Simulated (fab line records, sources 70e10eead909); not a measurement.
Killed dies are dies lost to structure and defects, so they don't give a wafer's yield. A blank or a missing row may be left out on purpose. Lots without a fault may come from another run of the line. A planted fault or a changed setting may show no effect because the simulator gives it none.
fab line records | flow nand_harc | part 2 of 2: steps 4 to 6 of 6
record lots=22 wafers=66 last_day=33
route steps=1302 shown A_STAIRCASE@733
lots that met no fault: from a run of the same line without faults
start_h: hours from the record's first day to the start of the lot's first wafer shown | wait_h: hours since the lot's step before | " the same as in the row above | L1.1+2: a row that stands for several wafers | - no value, or no start given | * or withheld: withheld | < > ~ a bound
route shown NAME@n: a module of which the file shows steps, and the number in the route of the first | usual: mean/standard deviation of fault-free wafers | same: alike in all rows | chamber/n: place in a boat | sites: the reading at each site | _std_site: their standard deviation | _edge_site: outer sites' mean less inner sites' | radius_mm: how far each site lies from the wafer's centre | mask NAME#n: copy n | behind: the tool/chamber that last shaped the wafer | hold: why the lot was held/for how many hours/how that ended | device: the transistor (n, p or np) that didn't switch | end of line: the same wafers' tests at the end of the route | a step without rows: its recipe alone | killed: dies lost to structure and defects at the first sort, not the wafer's yield | map: a wafer's dies, x killed, . not, _ none there
set.NAME: the setting as run; set.NAME@STEP: as run at that earlier step | model.NAME: the simulator's own value behind a step, which no gauge read
steps of the route over a sample of lots; a table a step, a row a wafer
services: from which hour (start_h, from the record's first day; less than 0 if before it) a tool's chamber was out of use, for how many hours, and why
## steps
# step NHARC_A_STAIRCASE_TRIM_231
# recipe time_s=211.2 o2_flow_sccm=500 ar_flow_sccm=0 bias_w=0 chemistry=O2
# usual drypump_motor_current_A=5.6/0.37 oes_product_au=0.998/0.0093 rf_vpp_V=57.8/0.93 showerhead_plenum_p_Torr=3.49/0.13 throttle_valve_pct=17.037/0.0088
# columns lot.wafer tool chamber start_h wait_h drypump_motor_current_A oes_product_au rf_hours_counter_h rf_vpp_V showerhead_plenum_p_Torr throttle_valve_pct
L074.3 rie_diel-11 0 - - 6.2 0.995 32 56.4 3.28 17.019
L074.4 " 2 " " 6.1 0.991 38 57.8 3.48 17.027
L074.6 " 0 " " 6.1 0.982 - 57.2 3.28 17.058
L076.1 rie_diel-11 3 - - 5.1 0.992 45 57.1 3.38 17.018
L076.4 " 0 " " 6.2 0.988 - 56.3 3.27 17.032
L076.5 " 3 " " 5.2 1.001 - 56.7 3.38 17.029
L078.4 rie_diel-13 2 - - 5.2 1.004 11 58.1 3.62 17.053
L078.1 " 3 " " 5.5 1.007 8 57.4 3.55 17.038
L078.3 " 1 " " 5.9 0.984 15 56.6 3.44 17.031
L077.3 rie_diel-11 1 - - 5.5 1.018 41 58.4 3.72 17.049
L077.6 " 3 " " 5.2 1.015 - 55.9 3.38 17.034
L077.5 " 0 " " 6.1 0.981 - 56.6 3.27 17.040
L079.1 rie_diel-13 1 - - 5.9 0.983 16 57.8 3.44 17.035
L079.5 " 0 " " 5.3 0.988 - 57.2 3.55 17.044
L079.6 " 1 " " 5.9 0.980 - 57.6 3.44 17.026
L081.1 rie_diel-03 3 - - 5.9 0.984 48 58.2 3.33 17.038
L081.4 " 0 " " 5.9 1.013 52 56.8 3.40 17.027
L081.6 " 1 " " 5.1 1.005 - 58.0 3.37 17.024
L082.4 rie_diel-13 2 - - 5.2 0.998 19 58.9 3.62 17.033
L082.3 " 0 " " 5.3 1.001 26 58.2 3.55 17.034
L082.1 " 1 " " 5.9 0.975 25 57.9 3.44 17.040
L080.3 rie_diel-13 3 - - 5.5 1.018 19 57.4 3.55 17.028
L080.2 " 0 " " 5.4 1.006 27 58.3 3.55 17.031
L080.6 " 1 " " 5.9 0.983 - 57.3 3.44 17.026
L083.2 rie_diel-03 2 - - 5.9 0.995 64 57.1 3.59 17.041
L083.5 " 3 " " 5.9 0.989 - 57.2 3.33 17.038
L083.6 " 0 " " 5.9 1.020 - 57.8 3.39 17.030
L085.4 rie_diel-03 3 - - 5.9 0.999 0 57.1 3.33 17.038
L085.3 " 0 " " 5.9 0.996 1 58.8 3.39 17.047
L085.1 " 1 " " 5.1 1.001 1 58.7 3.36 17.047
L084.1 rie_diel-13 0 - - 5.3 1.004 40 59.8 3.54 17.035
L084.6 " 0 " " 5.3 1.008 - 58.8 3.54 17.039
L084.4 " 2 " " 5.1 1.005 - 58.1 3.61 17.037
L086.2 rie_diel-13 1 - - 5.9 0.982 43 57.9 3.43 17.043
L086.5 " 0 " " 5.3 1.004 - 58.3 3.54 17.027
L086.6 " 1 " " 5.9 0.998 - 57.4 3.43 17.032
L087.2 rie_diel-13 1 - - 5.9 0.988 44 58.5 3.43 17.029
L087.3 " 2 " " 5.2 1.006 37 59.1 3.61 17.018
L087.6 " 0 " " 5.3 1.006 - 59.9 3.54 17.031
L088.1 rie_diel-13 2 - - 5.1 0.995 44 58.9 3.61 17.022
L088.2 " 3 " " 5.5 1.001 37 58.2 3.54 17.051
L088.4 " 1 " " 5.9 0.993 51 59.5 3.42 17.048
L091.3 rie_diel-11 3 - - 5.1 0.997 28 57.7 3.36 17.023
L091.4 " 0 " " 6.1 0.984 27 58.5 3.79 17.041
L091.6 " 1 " " 5.5 0.990 - 59.2 3.70 17.041
L089.4 rie_diel-03 3 - - 5.9 0.996 22 55.5 3.32 17.041
L089.3 " 1 " " 5.1 1.002 20 57.3 3.35 17.037
L089.6 " 3 " " 5.9 0.997 - 57.1 3.32 17.040
L090.3 rie_diel-11 0 - - 6.1 0.987 28 58.5 3.79 17.038
L090.1 " 1 " " 5.5 0.999 28 58.0 3.70 17.034
L090.5 " 3 " " 5.2 0.999 - 58.2 3.36 17.042
L092.4 rie_diel-03 2 - - 5.9 0.996 23 57.9 3.57 17.046
L092.1 " 1 " " 5.1 1.002 24 57.4 3.35 17.041
L092.5 " 2 " " 5.9 0.997 - 58.0 3.57 17.027
L093.4 rie_diel-03 3 - - 6.0 0.994 32 57.3 3.31 17.051
L093.5 " 3 " " 5.9 0.998 - 59.6 3.31 17.033
L093.6 " 0 " " 5.9 1.013 - 59.2 3.37 17.039
L095.1 rie_diel-13 1 - - 5.9 0.989 13 57.9 3.42 17.037
L095.4 " 3 " " 5.5 0.988 9 57.0 3.53 17.030
L095.6 " 1 " " 5.9 0.984 - 57.8 3.42 17.037
L094.2 rie_diel-03 0 - - 5.9 0.996 37 55.6 3.37 17.056
L094.3 " 1 " " 5.1 0.999 31 57.4 3.34 17.036
L094.4 " 3 " " 5.9 0.999 37 58.1 3.31 17.033
L096.4 rie_diel-13 3 - - 5.5 0.990 15 57.5 3.53 17.024
L096.6 " 3 " " 5.5 0.985 - 60.3 3.53 17.045
L096.5 " 0 " " 5.4 0.994 - 57.8 3.53 17.034
# step NHARC_A_STAIRCASE_DESCUM_291
# recipe time_s=3 o2_flow_sccm=200 ar_flow_sccm=0 bias_power_w=0 chemistry=O2
# usual drypump_motor_current_A=5.6/0.37 oes_product_au=0.997/0.0089 rf_vpp_V=57.6/0.8 showerhead_plenum_p_Torr=1.90/0.073 throttle_valve_pct=11.312/0.008
# columns lot.wafer tool chamber start_h wait_h drypump_motor_current_A oes_product_au rf_hours_counter_h rf_vpp_V showerhead_plenum_p_Torr throttle_valve_pct
L074.4 rie_diel-13 0 374.52 - 5.3 1.001 6 58.5 1.93 11.312
L074.3 " 1 " " 5.9 0.996 6 57.7 1.87 11.321
L074.6 " 0 " " 5.3 1.000 - 58.0 1.93 11.306
L076.1 rie_diel-03 0 406.93 - 5.9 1.013 42 56.2 1.84 11.310
L076.4 " 2 " " 5.9 0.986 46 57.4 1.95 11.311
L076.5 " 1 " " 5.1 1.000 - 57.8 1.82 11.305
L078.3 rie_diel-13 1 417.73 - 5.9 0.976 18 57.6 1.86 11.312
L078.1 " 2 " " 5.1 0.999 15 57.9 1.97 11.325
L078.4 " 3 " " 5.5 0.997 13 57.4 1.93 11.315
L077.3 rie_diel-03 3 418.73 - 5.9 0.989 42 58.5 1.80 11.319
L077.6 " 1 " " 5.1 0.999 - 56.6 1.82 11.306
L077.5 " 2 " " 5.8 0.997 - 59.0 1.95 11.327
L079.1 rie_diel-03 0 421.12 - 5.9 1.006 47 57.1 1.84 11.321
L079.6 " 2 " " 5.8 0.986 - 58.2 1.95 11.309
L079.5 " 3 " " 5.9 0.985 - 56.9 1.80 11.313
L081.4 rie_diel-03 3 444.54 - 5.9 0.983 52 56.0 1.80 11.320
L081.1 " 0 " " 5.9 1.006 58 57.5 1.84 11.309
L081.6 " 3 " " 5.9 0.991 - 57.2 1.80 11.326
L082.1 rie_diel-13 1 454.15 - 5.9 1.000 28 58.1 1.86 11.315
L082.3 " 2 " " 5.1 1.005 22 57.2 1.97 11.316
L082.4 " 2 " " 5.2 1.005 - 57.8 1.97 11.314
L080.2 rie_diel-03 2 455.87 - 5.8 0.989 65 59.0 1.95 11.304
L080.3 " 0 " " 5.9 0.997 62 58.1 1.83 11.307
L080.6 " 1 " " 5.1 1.000 - 57.1 1.82 11.312
L083.2 rie_diel-13 2 467.08 - 5.1 1.011 29 57.8 1.96 11.309
L083.6 " 1 " " 5.9 0.992 - 55.9 1.86 11.310
L083.5 " 2 " " 5.1 1.024 - 59.2 1.96 11.306
L085.4 rie_diel-11 2 485.76 - 6.1 0.989 15 56.6 1.87 11.295
L085.3 " 0 " " 6.1 0.993 14 58.7 2.07 11.317
L085.1 " 1 " " 5.5 0.984 14 59.7 2.02 11.317
L084.4 rie_diel-13 0 501.36 - 5.3 1.011 44 56.4 1.92 11.312
L084.1 " 1 " " 5.9 0.997 45 57.1 1.86 11.298
L084.6 " 1 " " 5.9 1.003 - 56.8 1.86 11.309
L086.2 rie_diel-11 0 503.78 - 6.2 1.005 19 58.2 2.07 11.319
L086.5 " 0 " " 6.1 0.982 - 57.6 2.07 11.305
L086.6 " 1 " " 5.5 0.989 - 57.0 2.02 11.310
L087.3 rie_diel-13 3 506.72 - 5.5 0.988 33 58.3 1.92 11.297
L087.2 " 0 " " 5.3 1.004 45 58.6 1.92 11.305
L087.6 " 0 " " 5.3 1.000 - 57.1 1.92 11.319
L088.4 rie_diel-03 1 531.20 - 5.1 0.989 22 57.7 1.81 11.316
L088.2 " 2 " " 5.9 0.988 21 57.4 1.94 11.311
L088.1 " 0 " " 5.9 0.987 25 57.1 1.83 11.298
L091.3 rie_diel-13 1 534.24 - 5.9 0.988 2 59.2 1.85 11.311
L091.4 " 3 " " 5.5 0.984 1 58.3 1.92 11.321
L091.6 " 0 " " 5.3 1.002 - 56.6 1.92 11.303
L089.3 rie_diel-13 0 540.74 - 5.3 0.990 2 57.7 1.92 11.295
L089.4 " 1 " " 5.9 1.001 3 57.1 1.85 11.298
L089.6 " 2 " " 5.1 1.002 - 56.4 1.96 11.310
L090.3 rie_diel-13 0 542.58 - 5.3 0.998 2 57.0 1.92 11.302
L090.1 " 1 " " 5.9 0.997 3 57.9 1.85 11.307
L090.5 " 1 " " 5.9 0.991 - 57.7 1.85 11.320
L092.1 rie_diel-03 2 551.86 - 5.9 0.995 26 55.3 1.94 11.312
L092.4 " 1 " " 5.1 1.007 26 57.1 1.81 11.325
L092.5 " 2 " " 5.9 0.996 - 57.6 1.94 11.306
L093.4 rie_diel-11 1 575.92 - 5.5 0.989 45 58.7 2.01 11.302
L093.5 " 1 " " 5.5 0.995 - 57.7 2.01 11.325
L093.6 " 2 " " 6.1 1.000 - 58.6 1.86 11.300
L095.4 rie_diel-11 1 585.17 - 5.5 0.988 51 58.6 2.01 11.329
L095.1 " 3 " " 5.1 1.001 49 58.3 1.81 11.312
L095.6 " 2 " " 6.1 0.985 - 58.5 1.86 11.322
L094.3 rie_diel-11 2 585.70 - 6.1 0.995 50 58.6 1.86 11.315
L094.2 " 0 " " 6.1 0.997 50 57.2 2.06 11.327
L094.4 " 1 " " 5.5 1.005 51 57.9 2.01 11.301
L096.4 rie_diel-13 1 600.03 - 5.9 0.988 20 56.6 1.85 11.312
L096.5 " 3 " " 5.6 0.995 - 57.7 1.91 11.317
L096.6 " 0 " " 5.3 0.999 - 57.3 1.91 11.317
# step NHARC_A_STAIRCASE_DEP_301
# recipe target_thk_a=300 target_thk_nm=30 temp_c=400 pressure_torr=3.5 flow_sccm=200 rf_w=350 material=SiON
# usual heater_power_w=745/90 showerhead_vpp_V=1149/46
# columns lot.wafer tool chamber start_h wait_h heater_power_w showerhead_vpp_V
L074.3 pecvd-02 0 382.19 0.9 565 1209
L074.6 " 1 " " 728 1078
L074.4 " 2 " " 691 1050
L076.1 pecvd-03 2 412.22 1.6 709 1198
L076.5 " 0 " " 821 1170
L076.4 " 2 " " 742 1195
L078.3 pecvd-01 0 421.89 0.9 697 1083
L078.1 " 2 " " 726 1139
L078.4 " 2 " " 730 1166
L077.3 pecvd-03 2 423.52 1.0 685 1195
L077.6 " 0 " " 815 1152
L077.5 " 2 " " 715 1196
L079.1 pecvd-02 2 425.46 1.6 674 1058
L079.5 " 0 " " 641 1206
L079.6 " 1 " " 706 1083
L081.1 pecvd-02 2 449.58 1.6 647 1041
L081.6 " 2 " " 662 1055
L081.4 " 1 " " 757 1067
L082.3 pecvd-01 1 459.54 0.9 869 1126
L082.1 " 0 " " 691 1096
L082.4 " 0 " " 690 1103
L080.2 pecvd-03 2 460.73 1.3 620 1182
L080.3 " 1 " " 942 1169
L080.6 " 0 " " 721 1157
L083.2 pecvd-03 2 476.05 1.2 743 1203
L083.5 " 2 " " 739 1193
L083.6 " 1 " " 928 1159
L085.1 pecvd-03 0 496.16 1.6 727 1175
L085.3 " 2 " " 755 1201
L085.4 " 0 " " 767 1165
L084.1 pecvd-01 1 505.45 1.5 858 1140
L084.6 " 2 " " 729 1161
L084.4 " 0 " " 782 1079
L086.2 pecvd-03 2 507.97 1.3 709 1182
L086.6 " 1 " " 834 1151
L086.5 " 2 " " 719 1186
L087.3 pecvd-02 1 510.85 1.0 697 1067
L087.2 " 2 " " 703 1053
L087.6 " 1 " " 686 1079
L088.2 pecvd-01 2 535.46 1.3 655 1180
L088.1 " 1 " " 887 1146
L088.4 " 1 " " 919 1141
L091.3 pecvd-01 2 540.24 1.0 742 1143
L091.4 " 1 " " 797 1142
L091.6 " 2 " " 755 1142
L089.3 pecvd-03 1 544.82 0.9 812 1173
L089.6 " 1 " " 823 1153
L089.4 " 2 " " 677 1185
L090.1 pecvd-03 2 546.73 1.6 643 1186
L090.3 " 1 " " 923 1141
L090.5 " 0 " " 736 1175
L092.1 pecvd-02 0 555.98 1.6 551 1190
L092.4 " 1 " " 766 1063
L092.5 " 2 " " 622 1063
L093.6 pecvd-03 1 583.81 0.1 857 1148
L093.4 " 2 " " 625 1193
L093.5 " 0 " " 769 1173
L095.1 pecvd-01 2 590.60 1.6 739 1166
L095.4 " 2 " " 749 1175
L095.6 " 2 " " 729 1179
L094.3 pecvd-03 1 591.10 0.9 928 1160
L094.2 " 2 " " 659 1197
L094.4 " 0 " " 707 1169
L096.4 pecvd-03 0 605.88 0.7 675 1187
L096.5 " 1 " " 775 1166
L096.6 " 2 " " 690 1192
## services
# columns tool chamber start_h hours kind
rie_diel-03 0 339.84 - clean
rie_diel-13 - 343.85 9.0 pm
rie_diel-13 3 356.68 15.5 repair
pecvd-03 - 366.09 13.0 pm
rie_diel-13 2 374.87 1.9 repair
pecvd-02 - 375.66 1.8 repair
rie_diel-11 - 382.15 0.2 repair
rie_diel-03 3 387.53 3.3 repair
pecvd-02 0 403.53 16.5 repair
pecvd-02 - 408.09 13.0 pm
rie_diel-13 2 423.78 9.2 repair
rie_diel-11 1 423.84 6.5 repair
rie_diel-11 - 434.04 9.0 pm
rie_diel-13 0 448.17 6.2 repair
rie_diel-03 - 458.39 9.0 pm
rie_diel-13 3 475.75 22.2 repair
rie_diel-03 0 481.35 3.6 repair
pecvd-03 - 486.13 2.0 repair
pecvd-01 - 492.35 13.0 pm
rie_diel-13 - 520.91 9.0 pm
pecvd-01 0 530.25 177.2 repair
rie_diel-13 - 530.61 0.6 repair
pecvd-03 - 547.09 13.0 pm
pecvd-02 - 589.09 13.0 pm
